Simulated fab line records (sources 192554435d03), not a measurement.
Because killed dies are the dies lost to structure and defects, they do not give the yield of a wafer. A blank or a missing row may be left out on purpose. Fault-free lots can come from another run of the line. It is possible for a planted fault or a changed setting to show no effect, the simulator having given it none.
A struck lot beside a sound one ; flow n5 finfet ; 39 steps out of a route of 1938
Sound: these wafers, L241.3, L241.4, L241.6. Struck: wafer L248.1. (L248.2, L248.6 of the same lot were not struck and are left out.) The cause comes at the end.
Each step with rows lists, per side, the tool, then ch with its chambers, then its first start. Under that, the readings that differ: sound wafers ; struck wafers ; difference of the means ; sigmas: that difference in standard deviations of wafers without a fault.
alike: a reading whose means differ by less than 2 such deviations, as well as words and numbers matching on both sides. not compared: withheld readings; readings where some wafer has no value; bounds like >300 that might hide an equal value; numbers whose values overlap and for which the record gives no deviation.
The two part at a step that has a row with sigmas, a row that says differs or no value, or rows on one side only. Numbers that have no deviation but don't overlap get no sigmas and don't part them. A reading that every wafer of one side lacks parts them only if that side has two wafers or more.

first, 9 steps without rows for these wafers: N5_DUMMY_GATE_DESCUM_20 (chemistry O2, time 6.2 s); N5_DUMMY_GATE_ETCH_29 (etches underlayer in N2/H2, target depth 13 nm); N5_DUMMY_GATE_ETCH_36 (etches SiARC in CF4, target depth 13 nm); N5_DUMMY_GATE_ETCH_37 (etches SOC in N2/H2, target depth 60 nm, overetch 30 nm); N5_DUMMY_GATE_STRIP_38 (strips in N2/H2); N5_DUMMY_GATE_STRIP_39 (strips in N2/H2); N5_DUMMY_GATE_TRIM_49 (chemistry O2, time 29 s, target cd 14 nm); N5_DUMMY_GATE_STRIP_40 (strips in CF4); N5_DUMMY_GATE_ETCH_31 (etches SiO2 in C4F6/O2, target depth 82.5 nm, time 27.5 s).
N5_DUMMY_GATE_STRIP_41: strips in O2.
  sound on rie diel-02 ch 0,1, day 6 05:13; struck on rie diel-04 ch 2, day 8 01:02
  alike: drypump motor current A, oes product au, rf vpp V, showerhead plenum p Torr, throttle valve pct
  not compared: rf hours counter h
then, 11 steps without rows for these wafers: N5_DUMMY_GATE_HM_OPEN_21 (chemistry CH3F/O2, target SiNx, target depth 120 nm, time 171.4 s); N5_DUMMY_GATE_ETCH_32 (etches SiO2 in CF4, target depth 3.5 nm, time 3.9 s); N5_DUMMY_GATE_ETCH_23 (etches poly-Si in HBr/Cl2/O2, target depth 41 nm, time 22.3 s); N5_DUMMY_GATE_ETCH_44 (etches poly-Si in HBr/O2, stops on SiO2, target depth 127.5 nm); N5_DUMMY_GATE_ETCH_42 (etches SiO2 in CHF3/O2, target depth 3.5 nm, time 31 s); N5_DUMMY_GATE_STRIP_48 (strips in N2/H2, time 20 s); N5_DUMMY_GATE_PRECLEAN_33 (cleans in dHF, time 10 s); N5_DUMMY_GATE_PRECLEAN_25 (cleans in O3/DIW, time 45 s); N5_DUMMY_GATE_PRECLEAN_51 (cleans in SC2, time 45 s); N5_DUMMY_GATE_SRD_26 (time 30 s); N5_DUMMY_GATE_UV_OZONE_45 (time 120 s).
N5_DUMMY_GATE_INSPECT_27: inspects for defects (brightfield).
  sound on defect inspect-01 at day 6 05:55; struck on defect inspect-02 at day 8 01:43
reading;sound;struck;difference;sigmas
raw defect count;197 301 280;1186;+927;+8
then, 3 steps without rows for these wafers: N5_SPACER0_ALD_07 (deposits SiNx, target thk 2 nm); N5_SPACER0_ALD_00 (deposits SiOCN, target thk 3.5 nm, pulse time 3 s, purge time 2 s); N5_SPACER0_ALD_08 (deposits SiNx, target thk 2 nm).
N5_SPACER0_INSPECT_04: inspects for defects (darkfield).
  sound on defect inspect-01 at day 6 06:31; struck on defect inspect-02 at day 8 02:20
reading;sound;struck;difference;sigmas
raw defect count;108 109 164;1008;+881;+23
then, 8 steps without rows for these wafers: N5_SD_EPI_N_COAT_32 (time 60 s, resist thk 350 nm); N5_SD_EPI_N_COAT_33 (time 60 s, resist thk 35 nm); N5_SD_EPI_N_COAT_03 (resist thk 150 nm); N5_SD_EPI_N_EBR_05; N5_SD_EPI_N_SOFTBAKE_04 (time 60 s); N5_SD_EPI_N_EXPOSE_06 (exposes mask SD N BLK, target cd 120 nm); N5_SD_EPI_N_PEB_07 (peb time 60 s); N5_SD_EPI_N_DEVELOP_08 (develop time 30 s).
N5_SD_EPI_N_INSPECT_11: inspects for defects (macro).
  sound on defect inspect-01 at day 6 06:58; struck on defect inspect-01 at day 8 02:39
reading;sound;struck;difference;sigmas
raw defect count;3 1 2;>300;differs;
then, 1 step without rows for these wafers: N5_SD_EPI_N_DESCUM_14 (chemistry O2, time 7.9 s).
N5_SD_EPI_N_INSPECT_26: inspects for defects (darkfield).
  sound on defect inspect-02 at day 6 14:49; struck on defect inspect-01 at day 8 06:38
reading;sound;struck;difference;sigmas
raw defect count;163 187 207;1069;+883;+18
-- the record jumps here: 6 days lie between the struck wafers' starts before and after (it left off in module SD_EPI_N and takes up again in module BEOL_M4, whose first step shown is number 1111 of the route) --
N5_BEOL_M4_RC_MEAS_101:
  sound on prober-02 ch 0, day 11 17:20; struck on prober-02 ch 0, day 13 22:21
reading;sound;struck;difference;sigmas
IOFF_P (nA/um);0.56 0.23 0.24;0.19;-0.15;-3
ION_P (uA/um);496 476 472;461;-20;-2
VT_P (mV);-235 -245 -243;-251;-10;-3
  alike: DIBL_N, DIBL_P, IOFF_N, ION_N, SS_N, SS_P, VT_N
-- the record jumps here: 4 days lie between the struck wafers' starts before and after (it left off in module BEOL_M4 and takes up again in module PASSIVATION, whose first step shown is number 1936 of the route) --
N5_PASSIVATION_PROBE_49:
  rows exist in the record for the struck wafers here (prober-02, day 18 03:26), but not for the sound ones

WHERE THEY PART
Earliest at N5_DUMMY_GATE_INSPECT_27; latest, in this record, at N5_PASSIVATION_PROBE_49.

WHY: what the simulator had put in
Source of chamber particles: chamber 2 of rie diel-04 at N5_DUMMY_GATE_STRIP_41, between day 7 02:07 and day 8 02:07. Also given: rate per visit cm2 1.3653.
